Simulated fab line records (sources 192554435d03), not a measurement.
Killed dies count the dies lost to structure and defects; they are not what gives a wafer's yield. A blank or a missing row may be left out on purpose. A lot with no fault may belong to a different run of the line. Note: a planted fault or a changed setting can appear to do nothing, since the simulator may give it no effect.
fab line records | flow n5-finfet
[record] lots = 6 | wafers = 18 | last-day = 17
route steps=1938 shown GATE_CUT@488 BEOL_M4@1111
lots with no fault: from the same line, run without faults
start-h: hours from the record's opening day to when the first of the lot's shown wafers began | wait-h: how many hours have passed since the lot's step before this one | " identical to the entry in the row above | L1.1+2: a row that stands for several wafers | - either no value or no given start | * or withheld: withheld | < > ~ a bound
route shown NAME@n: a module of which the file shows steps, and the number in the route of the first | usual: the fault-free wafers' mean and standard deviation | same: alike in all rows | chamber/n: place in a boat | sites: per-site readings | _std_site: the values' standard deviation | _edge_site: the outer-site mean with the inner-site mean subtracted | radius-mm: how far each site lies from the wafer's centre | mask NAME#n: copy n | behind: tool/chamber where the wafer was last shaped | hold: what put the lot on hold/how long, in hours/how the hold closed | device: transistor that didn't switch, given as n, p or np | end of line: tests run on the same wafers once the route is complete | where a step has no rows: the recipe by itself | killed: at the first sort, the dies lost to defects and structure; wafer yield is something else | map: shows each die of a wafer: x if killed, . if not, _ if none is there
set.NAME: the setting that was run; set.NAME@STEP: the one run at that earlier step | model.NAME: the simulator's own value behind a step, which no gauge read
lots at some steps of the route; a table a step, a row a wafer
services: the hour from which a tool's chamber was out of use, counted from the record's first day as start-h (under 0 if before that day), plus the number of hours and why
[[steps]]
[step N5_GATE_CUT_OVL_MEAS_14]
[recipe] points-per-wafer = 522
[usual] GATE_CUT_OVL = 0.1/0.63
lot.wafer | tool       | chamber | start-h | wait-h | GATE_CUT_OVL[nm]
L182.3    | overlay-02 | 0       | 109.72  | 0.0    | 0.1
L182.4    | "          | 0       | "       | "      | 0.3
L182.6    | "          | 0       | "       | "      | 0.1
L186.3    | overlay-01 | 0       | 133.35  | 0.0    | -0.2
L186.4    | "          | 0       | "       | "      | 0.4
L186.6    | "          | 0       | "       | "      | 0.5
L195.3    | overlay-01 | 0       | 185.83  | 0.0    | 0.7
L195.4    | "          | 0       | "       | "      | 1.3
L195.5    | "          | 0       | "       | "      | 0.4
L198.1    | overlay-01 | 0       | 208.55  | 0.0    | 0.0
L198.2    | "          | 0       | "       | "      | 0.0
L198.6    | "          | 0       | "       | "      | 0.0
L199.3    | overlay-02 | 0       | 209.50  | 0.0    | -0.4
L199.4    | "          | 0       | "       | "      | -0.4
L199.5    | "          | 0       | "       | "      | 0.3
L201.3    | overlay-01 | 0       | 221.01  | 0.0    | 0.0
L201.4    | "          | 0       | "       | "      | -0.3
L201.6    | "          | 0       | "       | "      | -0.5
[step N5_GATE_CUT_INSPECT_15]
[recipe] mode = adi | inspect-instrument = brightfield
[usual] raw-defect-count = 132/46
lot.wafer | tool              | chamber | start-h | wait-h | raw-defect-count
L182.3    | defect-inspect-01 | -       | 109.77  | 0.0    | 173
L182.4    | "                 | -       | "       | "      | 133
L182.6    | "                 | -       | "       | "      | 127
L186.3    | defect-inspect-02 | -       | 133.40  | 0.0    | 131
L186.4    | "                 | -       | "       | "      | 78
L186.6    | "                 | -       | "       | "      | 112
L195.3    | defect-inspect-01 | -       | 185.88  | 0.0    | 119
L195.4    | "                 | -       | "       | "      | 114
L195.5    | "                 | -       | "       | "      | 267
L198.1    | defect-inspect-01 | -       | 208.61  | 0.1    | 73
L198.2    | "                 | -       | "       | "      | 109
L198.6    | "                 | -       | "       | "      | 113
L199.3    | defect-inspect-02 | -       | 209.55  | 0.0    | 81
L199.4    | "                 | -       | "       | "      | 129
L199.5    | "                 | -       | "       | "      | 137
L201.3    | defect-inspect-01 | -       | 221.06  | 0.0    | 162
L201.4    | "                 | -       | "       | "      | 221
L201.6    | "                 | -       | "       | "      | 185
[step N5_GATE_CUT_DESCUM_18]
[recipe] chemistry = O2 | time-s = 7 | source-power-w = 50 | bias-power-w = 20 | pressure-mtorr = 20 | rf-frequency-hz = 2.712e+07 | temp-c = 40 | resist = CAR-EUV | o2-flow-sccm = 225
[usual] drypump-motor-current-A = 5.5/0.44 | oes-product-au = 0.77/0.089 | rf-vpp-V = 243.6/1.3 | showerhead-plenum-p-Torr = 2.11/0.063 | throttle-valve-pct = 20.38/0.21
[same] time-s = 7
lot.wafer | tool        | chamber | start-h | wait-h | drypump-motor-current-A | oes-product-au | rf-hours-counter-h | rf-vpp-V | showerhead-plenum-p-Torr | throttle-valve-pct
L182.3    | rie-diel-01 | 1       | 109.80  | 0.0    | 6.0                     | 0.68           | 236                | 241.9    | 2.06                     | 20.34
L182.4    | "           | 3       | "       | "      | 5.7                     | 0.72           | 174                | 245.5    | 2.16                     | 20.29
L182.6    | "           | 2       | "       | "      | 5.4                     | 0.73           | -                  | 243.9    | 2.09                     | 20.53
L186.3    | rie-diel-01 | 2       | 133.43  | 0.0    | 5.4                     | 0.72           | 162                | 243.4    | 2.09                     | 20.55
L186.4    | "           | 1       | "       | "      | 5.9                     | 0.68           | 243                | 243.4    | 2.06                     | 20.33
L186.6    | "           | 1       | "       | "      | 6.0                     | 0.67           | -                  | 242.0    | 2.06                     | 20.35
L195.3    | rie-diel-01 | 0       | 185.91  | 0.0    | 5.3                     | 0.83           | 79                 | 243.8    | 2.22                     | 20.43
L195.4    | "           | 2       | "       | "      | 5.4                     | 0.71           | 180                | 241.5    | 2.08                     | 20.56
L195.5    | "           | 3       | "       | "      | 5.7                     | 0.70           | -                  | 244.4    | 2.15                     | 20.32
L198.1    | rie-diel-01 | 3       | 208.64  | 0.0    | 5.7                     | 0.70           | 202                | 244.6    | 2.15                     | 20.32
L198.2    | "           | 2       | "       | "      | 5.5                     | 0.71           | 187                | 243.5    | 2.08                     | 20.58
L198.6    | "           | 0       | "       | "      | 5.4                     | 0.81           | -                  | 244.2    | 2.21                     | 20.45
L199.3    | rie-diel-02 | 1       | 209.69  | 0.1    | 5.6                     | 0.74           | 169                | 243.9    | 2.17                     | 20.55
L199.4    | "           | 2       | "       | "      | 5.1                     | 0.71           | 216                | 243.2    | 2.07                     | 20.34
L199.5    | "           | 0       | "       | "      | 6.5                     | 0.96           | -                  | 245.0    | 2.13                     | 19.76
L201.3    | rie-diel-04 | 3       | 221.09  | 0.0    | 5.9                     | 0.69           | 227                | 241.9    | 1.99                     | 20.85
L201.4    | "           | 0       | "       | "      | 5.4                     | 0.92           | 28                 | 241.0    | 2.05                     | 20.27
L201.6    | "           | 1       | "       | "      | 5.1                     | 0.98           | -                  | 245.3    | 2.12                     | 19.91
[step N5_GATE_CUT_ETCH_28]
[recipe] chemistry = N2/H2 | target = underlayer | target-depth-a = 130 | mask-material = CAR-EUV | time-s = 10.4 | ion-energy-ev = 200 | pressure-mtorr = 30 | source-w = 840 | bias-w = 150 | n2-flow-sccm = 200 | h2-flow-sccm = 200 | ends = cleared
[usual] drypump-motor-current-A = 5.5/0.44 | etch-rf-on-time-s = 10.32/0.29 | oes-product-au = 0.66/0.08 | rf-vpp-V = 524.7/2.4 | showerhead-plenum-p-Torr = 2.57/0.076 | throttle-valve-pct = 17.82/0.21
lot.wafer | tool        | chamber | start-h | wait-h | drypump-motor-current-A | etch-rf-on-time-s | oes-product-au | rf-hours-counter-h | rf-vpp-V | showerhead-plenum-p-Torr | throttle-valve-pct
L182.3    | rie-diel-01 | 1       | 109.84  | 0.0    | 6.0                     | 10.02             | 0.60           | 236                | 524.0    | 2.48                     | 17.62
L182.4    | "           | 3       | "       | "      | 5.7                     | 10.08             | 0.62           | 174                | 527.3    | 2.63                     | 17.67
L182.6    | "           | 2       | "       | "      | 5.4                     | 10.49             | 0.63           | -                  | 522.6    | 2.56                     | 18.11
L186.3    | rie-diel-01 | 2       | 133.46  | 0.0    | 5.4                     | 10.70             | 0.62           | 162                | 521.2    | 2.56                     | 18.10
L186.4    | "           | 1       | "       | "      | 6.0                     | 10.24             | 0.59           | 243                | 522.5    | 2.48                     | 17.64
L186.6    | "           | 1       | "       | "      | 6.0                     | 10.24             | 0.59           | -                  | 521.4    | 2.48                     | 17.64
L195.3    | rie-diel-01 | 0       | 185.94  | 0.0    | 5.3                     | 10.06             | 0.72           | 79                 | 527.4    | 2.68                     | 17.83
L195.4    | "           | 2       | "       | "      | 5.5                     | 10.53             | 0.60           | 180                | 523.8    | 2.55                     | 18.17
L195.5    | "           | 3       | "       | "      | 5.7                     | 10.24             | 0.60           | -                  | 525.2    | 2.62                     | 17.70
L198.1    | rie-diel-01 | 3       | 208.68  | 0.0    | 5.7                     | 10.00             | 0.61           | 202                | 526.4    | 2.61                     | 17.71
L198.2    | "           | 2       | "       | "      | 5.4                     | 10.39             | 0.61           | 187                | 523.6    | 2.55                     | 18.15
L198.6    | "           | 0       | "       | "      | 5.3                     | 9.98              | 0.72           | -                  | 529.0    | 2.68                     | 17.82
L199.3    | rie-diel-02 | 1       | 209.73  | 0.0    | 5.6                     | 10.30             | 0.63           | 169                | 526.9    | 2.62                     | 17.82
L199.4    | "           | 2       | "       | "      | 5.2                     | 10.88             | 0.59           | 216                | 524.1    | 2.53                     | 17.84
L199.5    | "           | 0       | "       | "      | 6.5                     | 10.31             | 0.82           | -                  | 526.0    | 2.61                     | 17.37
L201.3    | rie-diel-04 | 3       | 221.13  | 0.0    | 5.9                     | 10.58             | 0.58           | 227                | 518.8    | 2.40                     | 18.16
L201.4    | "           | 0       | "       | "      | 5.4                     | 10.26             | 0.77           | 28                 | 522.3    | 2.48                     | 17.61
L201.6    | "           | 1       | "       | "      | 5.1                     | 10.10             | 0.84           | -                  | 526.5    | 2.61                     | 17.49
[step N5_GATE_CUT_ETCH_36]
[recipe] chemistry = CF4 | target = SiARC | target-depth-a = 130 | mask-material = CAR-EUV | time-s = 21.7 | ion-energy-ev = 80 | pressure-mtorr = 40 | source-w = 545 | bias-w = 36 | Ar_flow_sccm = 100 | cf4-flow-sccm = 100 | ends = cleared
[step N5_GATE_CUT_ETCH_37]
[recipe] chemistry = N2/H2 | target = SOC | target-depth-a = 600 | overetch-a = 120 | mask-material = SiARC | temp-c = 40 | time-s = 90 | ion-energy-ev = 200 | pressure-mtorr = 30 | source-w = 840 | bias-w = 150 | n2-flow-sccm = 200 | h2-flow-sccm = 200
[usual] drypump-motor-current-A = 5.5/0.44 | oes-product-au = 0.69/0.076 | rf-vpp-V = 524.7/2.4 | showerhead-plenum-p-Torr = 2.57/0.076 | throttle-valve-pct = 17.79/0.21
[same] time-s = 90
lot.wafer | tool        | chamber | start-h | wait-h | drypump-motor-current-A | oes-product-au | rf-hours-counter-h | rf-vpp-V | showerhead-plenum-p-Torr | throttle-valve-pct
L182.3    | rie-diel-01 | 1       | 109.88  | 0.0    | 6.0                     | 0.62           | 236                | 521.7    | 2.48                     | 17.60
L182.4    | "           | 3       | "       | "      | 5.7                     | 0.63           | 174                | 527.2    | 2.63                     | 17.63
L182.6    | "           | 2       | "       | "      | 5.4                     | 0.66           | -                  | 525.4    | 2.56                     | 18.08
L186.3    | rie-diel-01 | 2       | 133.51  | 0.0    | 5.4                     | 0.66           | 162                | 524.0    | 2.56                     | 18.10
L186.4    | "           | 1       | "       | "      | 6.0                     | 0.62           | 243                | 523.2    | 2.48                     | 17.62
L186.6    | "           | 1       | "       | "      | 6.0                     | 0.62           | -                  | 522.4    | 2.48                     | 17.61
L195.3    | rie-diel-01 | 0       | 185.99  | 0.0    | 5.3                     | 0.73           | 79                 | 528.1    | 2.68                     | 17.77
L195.4    | "           | 2       | "       | "      | 5.5                     | 0.65           | 180                | 522.7    | 2.55                     | 18.14
L195.5    | "           | 3       | "       | "      | 5.7                     | 0.63           | -                  | 526.4    | 2.62                     | 17.67
L198.1    | rie-diel-01 | 3       | 208.72  | 0.0    | 5.7                     | 0.62           | 202                | 526.9    | 2.61                     | 17.68
L198.2    | "           | 2       | "       | "      | 5.4                     | 0.64           | 187                | 522.8    | 2.55                     | 18.14
L198.6    | "           | 0       | "       | "      | 5.4                     | 0.73           | -                  | 527.2    | 2.68                     | 17.80
L199.3    | rie-diel-02 | 1       | 209.77  | 0.0    | 5.6                     | 0.66           | 169                | 526.5    | 2.62                     | 17.78
L199.4    | "           | 2       | "       | "      | 5.1                     | 0.63           | 216                | 522.9    | 2.53                     | 17.82
L199.5    | "           | 0       | "       | "      | 6.5                     | 0.85           | -                  | 526.8    | 2.61                     | 17.35
L201.3    | rie-diel-04 | 3       | 221.17  | 0.0    | 5.9                     | 0.63           | 227                | 517.8    | 2.40                     | 18.13
L201.4    | "           | 0       | "       | "      | 5.4                     | 0.81           | 28                 | 522.3    | 2.48                     | 17.57
L201.6    | "           | 1       | "       | "      | 5.1                     | 0.86           | -                  | 524.8    | 2.61                     | 17.48
[step N5_GATE_CUT_STRIP_38]
[recipe] chemistry = N2/H2 | temp-c = 40 | n2-flow-sccm = 200 | h2-flow-sccm = 200 | rf-frequency-hz = 6e+07
[step N5_GATE_CUT_STRIP_39]
[recipe] chemistry = N2/H2 | temp-c = 40 | n2-flow-sccm = 200 | h2-flow-sccm = 200 | rf-frequency-hz = 6e+07
[step N5_GATE_CUT_HM_OPEN_40]
[recipe] chemistry = C4F6/O2 | target = SiO2 | mask-material = SiARC | target-depth-a = 1390 | time-s = 85.1 | ion-energy-ev = 250 | pressure-mtorr = 30 | source-w = 345 | bias-w = 185 | Ar_flow_sccm = 300 | C4F6_flow_sccm = 10 | O2_flow_sccm = 10 | ends = cleared
[step N5_GATE_CUT_STRIP_41]
[recipe] chemistry = CF4 | resist = SiARC | power-w = 300 | bias-power-w = 75 | pressure-mtorr = 50 | cf4-flow-sccm = 150 | rf-frequency-hz = 6e+07
[usual] drypump-motor-current-A = 5.5/0.43 | oes-product-au = 0.177/0.02 | rf-vpp-V = 271.7/1.4 | showerhead-plenum-p-Torr = 1.82/0.053 | throttle-valve-pct = 13.59/0.22
lot.wafer | tool        | chamber | start-h | wait-h | drypump-motor-current-A | oes-product-au | rf-hours-counter-h | rf-vpp-V | showerhead-plenum-p-Torr | throttle-valve-pct
L182.3    | rie-diel-01 | 1       | 110.03  | 0.0    | 6.0                     | 0.151          | 236                | 271.3    | 1.76                     | 13.54
L182.4    | "           | 3       | "       | "      | 5.7                     | 0.168          | 174                | 274.6    | 1.87                     | 13.65
L182.6    | "           | 2       | "       | "      | 5.4                     | 0.176          | -                  | 270.6    | 1.78                     | 13.68
L186.3    | rie-diel-01 | 2       | 133.65  | 0.0    | 5.4                     | 0.171          | 162                | 271.5    | 1.78                     | 13.71
L186.4    | "           | 1       | "       | "      | 6.0                     | 0.161          | 243                | 270.3    | 1.75                     | 13.53
L186.6    | "           | 1       | "       | "      | 6.0                     | 0.160          | -                  | 271.8    | 1.75                     | 13.55
L195.3    | rie-diel-01 | 0       | 186.13  | 0.0    | 5.4                     | 0.190          | 79                 | 273.2    | 1.88                     | 13.47
L195.4    | "           | 2       | "       | "      | 5.4                     | 0.165          | 180                | 270.9    | 1.78                     | 13.74
L195.5    | "           | 3       | "       | "      | 5.7                     | 0.159          | -                  | 273.0    | 1.87                     | 13.69
L198.1    | rie-diel-01 | 3       | 208.87  | 0.0    | 5.7                     | 0.157          | 202                | 273.5    | 1.87                     | 13.71
L198.2    | "           | 2       | "       | "      | 5.4                     | 0.159          | 188                | 270.1    | 1.77                     | 13.76
L198.6    | "           | 0       | "       | "      | 5.3                     | 0.187          | -                  | 273.2    | 1.88                     | 13.49
L199.3    | rie-diel-02 | 1       | 209.92  | 0.0    | 5.6                     | 0.161          | 169                | 272.9    | 1.88                     | 13.84
L199.4    | "           | 2       | "       | "      | 5.1                     | 0.165          | 216                | 271.2    | 1.77                     | 13.54
L199.5    | "           | 0       | "       | "      | 6.5                     | 0.225          | -                  | 272.2    | 1.82                     | 12.94
L201.3    | rie-diel-04 | 3       | 221.32  | 0.0    | 5.9                     | 0.165          | 227                | 268.7    | 1.72                     | 14.10
L201.4    | "           | 0       | "       | "      | 5.4                     | 0.212          | 29                 | 270.1    | 1.76                     | 13.32
L201.6    | "           | 1       | "       | "      | 5.1                     | 0.226          | -                  | 272.4    | 1.83                     | 13.11
[step N5_GATE_CUT_STRIP_42]
[recipe] chemistry = O2 | power-w = 400 | temp-c = 40 | pressure-mtorr = 30 | rf-frequency-hz = 6e+07 | bias-power-w = 0 | overash-fraction = 0.3 | o2-flow-sccm = 225
[step N5_GATE_CUT_ETCH_19]
[recipe] chemistry = CH3F/O2 | target = SiNx | mask-material = SiO2 | target-depth-a = 537 | time-s = 76.7 | pressure-mtorr = 30 | source-w = 395 | bias-w = 73 | Ar_flow_sccm = 150 | CH3F_flow_sccm = 30 | O2_flow_sccm = 20 | ion-energy-ev = 120 | ends = cleared
[step N5_GATE_CUT_CUT_ETCH_53]
[recipe] chemistry = SF6/Cl2 | target = W | mask-material = SiO2 | target-depth-a = 792 | pressure-mtorr = 8 | icp-w = 900 | bias-w = 80 | SF6_flow_sccm = 40 | Cl2_flow_sccm = 60 | ends = cleared
[usual] drypump-motor-current-A = 5.6/0.37 | etch-rf-on-time-s = 26.1/0.37 | oes-product-au = 0.75/0.11 | throttle-valve-pct = 28.78/0.17
lot.wafer | tool         | chamber | start-h | wait-h | drypump-motor-current-A | etch-rf-on-time-s | oes-product-au | rf-hours-counter-h | throttle-valve-pct
L182.3    | rie-metal-02 | 0       | 110.22  | 0.1    | 6.3                     | 26.3              | 0.60           | -                  | 28.73
L182.4    | "            | 1       | "       | "      | 5.3                     | 26.4              | 0.51           | -                  | 29.35
L182.6    | "            | 1       | "       | "      | 5.3                     | 26.4              | 0.52           | -                  | 29.37
L186.3    | rie-metal-01 | 1       | 133.84  | 0.1    | 5.5                     | 25.6              | 0.89           | -                  | 28.75
L186.4    | "            | 0       | "       | "      | 5.1                     | 25.9              | 0.81           | -                  | 28.71
L186.6    | "            | 1       | "       | "      | 5.5                     | 25.9              | 0.88           | -                  | 28.75
L195.3    | rie-metal-01 | 1       | 186.32  | 0.1    | 5.5                     | 16.9              | 1.08           | -                  | 28.76
L195.4    | "            | 0       | "       | "      | 5.1                     | 16.9              | 1.02           | -                  | 28.73
L195.5    | "            | 1       | "       | "      | 5.5                     | 16.7              | 1.09           | -                  | 28.75
L198.1    | rie-metal-01 | 0       | 209.03  | 0.1    | 5.1                     | 17.2              | 1.00           | 19                 | 28.75
L198.2    | "            | 1       | "       | "      | 5.5                     | 17.0              | 1.07           | 8                  | 28.77
L198.6    | "            | 0       | "       | "      | 5.1                     | 17.1              | 1.01           | -                  | 28.74
L199.3    | rie-metal-03 | 1       | 210.10  | 0.1    | 5.7                     | 26.6              | 0.81           | -                  | 28.64
L199.4    | "            | 0       | "       | "      | 5.6                     | 25.9              | 0.73           | -                  | 28.78
L199.5    | "            | 1       | "       | "      | 5.7                     | 26.7              | 0.80           | -                  | 28.65
L201.3    | rie-metal-03 | 0       | 221.51  | 0.1    | 5.6                     | 25.7              | 0.73           | -                  | 28.77
L201.4    | "            | 1       | "       | "      | 5.7                     | 26.4              | 0.80           | -                  | 28.65
L201.6    | "            | 0       | "       | "      | 5.6                     | 25.7              | 0.73           | -                  | 28.78
[step N5_GATE_CUT_CUT_ETCH_54]
[recipe] chemistry = Cl2/BCl3 | target = TiN | mask-material = SiO2 | target-depth-a = 967 | pressure-mtorr = 10 | icp-w = 1000 | bias-w = 126 | Cl2_flow_sccm = 53.25 | bcl3-flow-sccm = 21.75 | Ar_flow_sccm = 25 | ends = cleared
[usual] drypump-motor-current-A = 5.6/0.37 | etch-rf-on-time-s = 36.4/0.46 | oes_ar_750_au = 0.83/0.12 | oes-product-au = 0.75/0.11 | throttle-valve-pct = 22.18/0.18
lot.wafer | tool         | chamber | start-h | wait-h | drypump-motor-current-A | etch-rf-on-time-s | oes_ar_750_au | oes-product-au | rf-hours-counter-h | throttle-valve-pct
L182.3    | rie-metal-02 | 0       | 110.28  | 0.0    | 6.2                     | 36.2              | 0.68          | 0.60           | -                  | 22.27
L182.4    | "            | 1       | "       | "      | 5.3                     | 36.3              | 0.57          | 0.51           | -                  | 22.81
L182.6    | "            | 1       | "       | "      | 5.3                     | 36.4              | 0.57          | 0.52           | -                  | 22.82
L186.3    | rie-metal-01 | 1       | 133.90  | 0.0    | 5.5                     | 36.3              | 0.98          | 0.89           | -                  | 22.08
L186.4    | "            | 0       | "       | "      | 5.2                     | 36.7              | 0.91          | 0.80           | -                  | 22.04
L186.6    | "            | 1       | "       | "      | 5.5                     | 36.2              | 0.98          | 0.88           | -                  | 22.06
L195.3    | rie-metal-01 | 1       | 186.38  | 0.0    | 5.5                     | 36.3              | 0.91          | 0.82           | -                  | 22.06
L195.4    | "            | 0       | "       | "      | 5.1                     | 36.2              | 0.88          | 0.78           | -                  | 22.05
L195.5    | "            | 1       | "       | "      | 5.5                     | 36.2              | 0.91          | 0.82           | -                  | 22.09
L198.1    | rie-metal-01 | 0       | 209.09  | 0.0    | 5.1                     | 36.2              | 0.87          | 0.77           | 19                 | 22.07
L198.2    | "            | 1       | "       | "      | 5.5                     | 36.2              | 0.90          | 0.82           | 8                  | 22.08
L198.6    | "            | 0       | "       | "      | 5.2                     | 36.1              | 0.88          | 0.77           | -                  | 22.08
L199.3    | rie-metal-03 | 1       | 210.16  | 0.0    | 5.7                     | 36.8              | 0.89          | 0.80           | -                  | 22.08
L199.4    | "            | 0       | "       | "      | 5.7                     | 36.1              | 0.79          | 0.73           | -                  | 22.14
L199.5    | "            | 1       | "       | "      | 5.7                     | 37.3              | 0.89          | 0.80           | -                  | 22.09
L201.3    | rie-metal-03 | 0       | 221.57  | 0.0    | 5.7                     | 35.8              | 0.79          | 0.72           | -                  | 22.14
L201.4    | "            | 1       | "       | "      | 5.8                     | 37.3              | 0.87          | 0.79           | -                  | 22.08
L201.6    | "            | 0       | "       | "      | 5.7                     | 36.2              | 0.78          | 0.73           | -                  | 22.14
[step N5_BEOL_M4_RC_MEAS_101]
[usual] DIBL_N = 35.8/1.8 | DIBL_P = 35.6/2 | IOFF_N = 0.148/0.028 | IOFF_P = 0.20/0.034 | ION_N = 672/12 | ION_P = 462/8.5 | SS_N = 71.2/0.65 | SS_P = 73.1/0.67 | VT_N = 251/3.3 | VT_P = -251/3.8
lot.wafer | tool      | chamber | start-h | wait-h | DIBL_N[mV/V] | DIBL_P[mV/V] | IOFF_N[nA/um] | IOFF_P[nA/um] | ION_N[uA/um] | ION_P[uA/um] | SS_N[mV/dec] | SS_P[mV/dec] | VT_N[mV] | VT_P[mV]
L182.3    | prober-01 | 0       | 199.54  | 0.3    | 35.2         | 36.5         | 0.132         | 0.17          | 638          | 442          | 71.7         | 72.6         | 254      | -257
L182.4    | "         | 0       | "       | "      | 31.6         | 32.8         | 0.093         | 0.13          | 660          | 455          | 70.1         | 71.9         | 256      | -259
L182.6    | "         | 0       | "       | "      | 34.8         | 36.1         | 0.130         | 0.17          | 670          | 458          | 70.1         | 72.0         | 254      | -256
L186.3    | prober-01 | 0       | 204.53  | 0.3    | 34.5         | 34.1         | 0.130         | 0.21          | 667          | 461          | 70.9         | 72.8         | 254      | -248
L186.4    | "         | 0       | "       | "      | 34.9         | 34.2         | 0.126         | 0.21          | 667          | 468          | 70.9         | 72.9         | 253      | -248
L186.6    | "         | 0       | "       | "      | 34.5         | 32.8         | 0.126         | 0.19          | 676          | 471          | 70.6         | 73.7         | 253      | -252
L195.3    | prober-02 | 0       | 264.51  | 0.3    | 33.9         | 33.7         | 0.088         | 0.12          | 642          | 441          | 71.0         | 72.9         | 262      | -259
L195.4    | "         | 0       | "       | "      | 39.0         | 40.2         | 0.174         | 0.21          | 670          | 449          | 72.3         | 73.7         | 253      | -252
L195.5    | "         | 0       | "       | "      | 37.0         | 36.8         | 0.135         | 0.15          | 655          | 441          | 71.7         | 73.3         | 256      | -257
L198.1    | prober-02 | 0       | 282.93  | 0.0    | 37.1         | 35.0         | 0.162         | 0.19          | 674          | 450          | 71.5         | 73.4         | 251      | -253
L198.2    | "         | 0       | "       | "      | 37.5         | 35.6         | 0.165         | 0.20          | 670          | 454          | 71.8         | 73.2         | 252      | -251
L198.6    | "         | 0       | "       | "      | 37.9         | 36.2         | 0.174         | 0.20          | 669          | 453          | 71.5         | 73.8         | 252      | -251
L199.3    | prober-01 | 0       | 290.62  | 0.3    | 36.1         | 36.8         | 0.140         | 0.20          | 661          | 454          | 71.8         | 73.3         | 253      | -249
L199.4    | "         | 0       | "       | "      | 38.2         | 38.9         | 0.176         | 0.23          | 672          | 461          | 72.2         | 73.3         | 248      | -251
L199.5    | "         | 0       | "       | "      | 36.3         | 37.5         | 0.148         | 0.20          | 662          | 455          | 71.2         | 74.3         | 250      | -250
L201.3    | prober-02 | 0       | 311.02  | 0.3    | 34.3         | 34.4         | 0.142         | 0.20          | 690          | 471          | 70.7         | 72.1         | 253      | -250
L201.4    | "         | 0       | "       | "      | 37.9         | 38.2         | 0.200         | 0.25          | 686          | 472          | 71.2         | 73.8         | 247      | -247
L201.6    | "         | 0       | "       | "      | 38.1         | 38.1         | 0.214         | 0.26          | 705          | 481          | 71.2         | 72.8         | 243      | -244
[[services]]
tool         | chamber | start-h | hours | kind
rie-diel-04  | 2       | 86.26   | -     | clean
rie-diel-04  | 2       | 86.26   | -     | consumable-replace:focus-ring
rie-diel-04  | 2       | 86.26   | -     | consumable-replace:showerhead
rie-diel-04  | 2       | 86.26   | 30.1  | scheduled-down
rie-diel-04  | 2       | 86.26   | 30.1  | vent-cycle
rie-diel-02  | 2       | 87.37   | 1.3   | repair
rie-diel-02  | 1       | 89.59   | 5.3   | repair
rie-diel-01  | 1       | 91.99   | 3.6   | repair
rie-diel-02  | 2       | 94.72   | 4.8   | repair
rie-metal-01 | 1       | 95.80   | -     | clean
rie-metal-01 | 1       | 95.80   | 33.2  | scheduled-down
rie-metal-01 | 1       | 95.80   | 33.2  | vent-cycle
rie-metal-01 | -       | 99.38   | 1.0   | repair
rie-metal-02 | -       | 111.94  | 2.8   | pm
rie-metal-02 | 1       | 136.39  | 1.8   | repair
rie-metal-03 | 1       | 145.12  | 1.7   | repair
rie-metal-01 | -       | 148.56  | 1.0   | repair
rie-diel-01  | 1       | 151.64  | -     | clean
rie-diel-01  | 1       | 151.64  | -     | consumable-replace:focus-ring
rie-diel-01  | 1       | 151.64  | 17.7  | scheduled-down
rie-diel-01  | 1       | 151.64  | 17.7  | vent-cycle
rie-diel-01  | 1       | 187.31  | 5.4   | repair
rie-metal-02 | 1       | 206.40  | 14.0  | repair
rie-metal-02 | 0       | 219.95  | 4.2   | repair
[[key]]
[first-sign] step = N5_GATE_CUT_CUT_ETCH_53 | reading = etch-rf-on-time-s | direction = down | sigmas = 24 | usual = * | struck = *
[effect] step = N5_GATE_CUT_CUT_ETCH_53 | reading = oes-product-au | direction = up | sigmas = 2.6 | usual = 0.75 | struck = 1.05
met-at N5_GATE_CUT_CUT_ETCH_53
struck-wafers L195.3,L195.4,L195.5,L198.1,L198.2,L198.6
onset-between 133.84 186.32
[fault] kind = process-parameter-drift | tool = rie-metal-01 | chamber = - | onset-h = 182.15 | steps = N5_GATE_CUT_CUT_ETCH_53 | channel = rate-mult | offset = 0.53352 | shape = step | end-h = 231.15
